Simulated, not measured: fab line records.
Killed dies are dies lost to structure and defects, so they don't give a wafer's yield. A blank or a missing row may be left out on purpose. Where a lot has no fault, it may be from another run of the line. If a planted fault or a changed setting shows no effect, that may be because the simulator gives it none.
Which tool did it? :: flow nand harc :: 6 lots with 18 wafers sampled at 5 steps, on a route of 1302 steps

== WHAT EACH GAUGE READ, for each wafer ==
NHARC_END_SORT_01.
lot: L980
measured: day 32 00:22
on: prober-01
defect limited yield (%): 91.6 0 92.0

== EACH LOT AND THE TOOL THAT RAN IT (in order: tool; ch and the chambers of the sampled wafers; start) ==
lot: L966
NHARC_A_M1_CMP_23: cmp-03 ch 1,2,3, day 23 23:49
NHARC_A_BONDPAD_ETCH_12: rie diel-07 ch 0,2,3, day 24 02:32
NHARC_A_BONDPAD_DEGAS_25: pvd sputter-01, day 24 03:18
NHARC_A_BONDPAD_CMP_19: cmp-04 ch 0,1,2, day 24 04:25

lot: L968
NHARC_A_M1_CMP_23: cmp-01 ch 0,1,3, day 24 04:20
NHARC_A_BONDPAD_ETCH_12: rie diel-06 ch 1,3, day 24 07:08
NHARC_A_BONDPAD_DEGAS_25: pvd sputter-01, day 24 07:55
NHARC_A_BONDPAD_CMP_19: cmp-01 ch 0,2,3, day 24 09:01

lot: L971
NHARC_A_M1_CMP_23: cmp-01 ch 1,2,3, day 25 17:59
NHARC_A_BONDPAD_ETCH_12: rie diel-07 ch 0,1,2, day 25 20:46
NHARC_A_BONDPAD_DEGAS_25: pvd sputter-03, day 25 21:32
NHARC_A_BONDPAD_CMP_19: cmp-01 ch 1,3, day 25 22:43

lot: L976
NHARC_A_M1_CMP_23: cmp-03 ch 0,1, day 28 01:42
NHARC_A_BONDPAD_ETCH_12: rie diel-06 ch 0,2,3, day 28 04:37
NHARC_A_BONDPAD_DEGAS_25: pvd sputter-03, day 28 05:23
NHARC_A_BONDPAD_CMP_19: cmp-04 ch 0,2,3, day 28 06:35

lot: L980
NHARC_A_M1_CMP_23: cmp-02 ch 0,1,3, day 30 13:17
NHARC_A_BONDPAD_ETCH_12: rie diel-06 ch 0,2,3, day 30 16:25
NHARC_A_BONDPAD_DEGAS_25: pvd sputter-01, day 30 17:12
NHARC_A_BONDPAD_CMP_19: cmp-01 ch 0,1,3, day 30 18:18

lot: L987
NHARC_A_M1_CMP_23: cmp-03 ch 0,3, day 32 17:35
NHARC_A_BONDPAD_ETCH_12: rie diel-07 ch 2,3, day 32 20:15
NHARC_A_BONDPAD_DEGAS_25: pvd sputter-01, day 32 21:01
NHARC_A_BONDPAD_CMP_19: cmp-03 ch 0,1,2, day 32 22:08
- NHARC_A_M1_CMP_23: polishes, t overpolish 20 s, target thk 154.34 nm.
- NHARC_A_BONDPAD_ETCH_12: etches the open film in CHF3/O2, target depth 220 nm, time 110 s.
- NHARC_A_BONDPAD_DEGAS_25: time 60 s.
- NHARC_A_BONDPAD_CMP_19: polishes, t overpolish 30 s, cu recess touch 16 s, target thk 169.82 nm.

== THE ANSWER, worked out from the rows above alone ==
Rule: the lots themselves supply what counts as usual. The widest of any qualifying gaps counts: lots, ordered by their means at a reading, are off when they make up no more than a third of the lots, leave a main group of 4 or more, and stand apart from it by 3 or more times the standard deviation of that group's means. A main group whose means are all the same, to the digits that the tables above print for the reading, isn't used. Also off: a lot with no number at a reading for which 4 or more lots have one. Where the step has rows for the other lots, those lots are counted as sound.
No lot is off at any reading shown: from this, nothing can be told.

== WHAT THE SIMULATOR PUT IN ==
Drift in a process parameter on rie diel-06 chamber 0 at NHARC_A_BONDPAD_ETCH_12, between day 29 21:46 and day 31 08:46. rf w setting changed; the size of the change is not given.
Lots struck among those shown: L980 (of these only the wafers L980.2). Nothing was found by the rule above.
